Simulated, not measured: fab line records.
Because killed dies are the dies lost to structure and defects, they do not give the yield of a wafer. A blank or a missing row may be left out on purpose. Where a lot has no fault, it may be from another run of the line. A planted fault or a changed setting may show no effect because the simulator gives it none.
Chamber matching -- flow n5-finfet -- rie-diel-02 running N5_GATE_CUT_ETCH_28: 4 sister chambers
The step etches underlayer in N2/H2, target depth 13 nm, time 10.4 s. 14 wafers are shown with their chamber, then 7 later ones without.

## WAFERS WITH THEIR CHAMBER
wafer,chamber,showerhead-plenum-p-Torr (Torr),throttle-valve-pct (%),etch-rf-on-time-s (s)
L078.2,3,2.62,17.80,10.76
L078.4,1,2.35,17.38,10.24
L078.6,0,2.55,18.04,10.65
L083.1,3,2.62,17.82,10.70
L083.2,2,2.49,17.69,10.57
L083.3,0,2.55,18.07,10.64
L084.2,0,2.55,18.08,10.60
L084.4,1,2.35,17.37,10.22
L084.5,0,2.55,18.08,10.58
L087.1,0,2.55,18.10,10.58
L087.3,1,2.35,17.40,10.23
L087.6,1,2.35,17.41,10.15
L089.1,0,2.55,18.09,10.58
L089.5,3,2.61,17.83,10.70

SIGNATURES (means of the wafers above)
reading,chamber 0,chamber 1,chamber 2,chamber 3,scatter within a chamber
showerhead-plenum-p-Torr,2.5500,2.3500,2.4900,2.6167,0.00258
throttle-valve-pct,18.0767,17.3900,17.6900,17.8167,0.019
etch-rf-on-time-s,10.6050,10.2100,10.5700,10.7200,0.0354
Rule: for a wafer and a chamber, the distance is found by dividing, reading by reading, the gap between the wafer's reading and the chamber's mean by the reading's scatter, squaring, summing and taking the root. If the next closest chamber is less than 2 further off than the closest, the wafer can't be placed; otherwise it belongs to the closest. The scatter: the root of (the sum of the squares of (reading less its chamber's mean) over the shown wafers, divided by (wafers less chambers)).

## WAFERS WHOSE CHAMBER IS MISSING
wafer,showerhead-plenum-p-Torr (Torr),throttle-valve-pct (%),etch-rf-on-time-s (s)
L089.6,2.54,18.10,10.57
L092.1,2.34,17.42,10.13
L092.2,2.54,18.10,10.49
L092.4,2.61,17.41,10.28
L095.3,2.34,17.41,10.19
L095.4,2.54,18.13,10.52
L095.6,2.61,17.43,10.20

## EACH ONE'S CHAMBER
wafer,from the rows above,in truth
L089.6,0,0
L092.1,1,1
L092.2,0,0
L092.4,3,3
L095.3,1,1
L095.4,0,0
L095.6,3,3
Placed correctly: 7 of 7. Number that these rows cannot place: 0. Placed wrongly: 0.
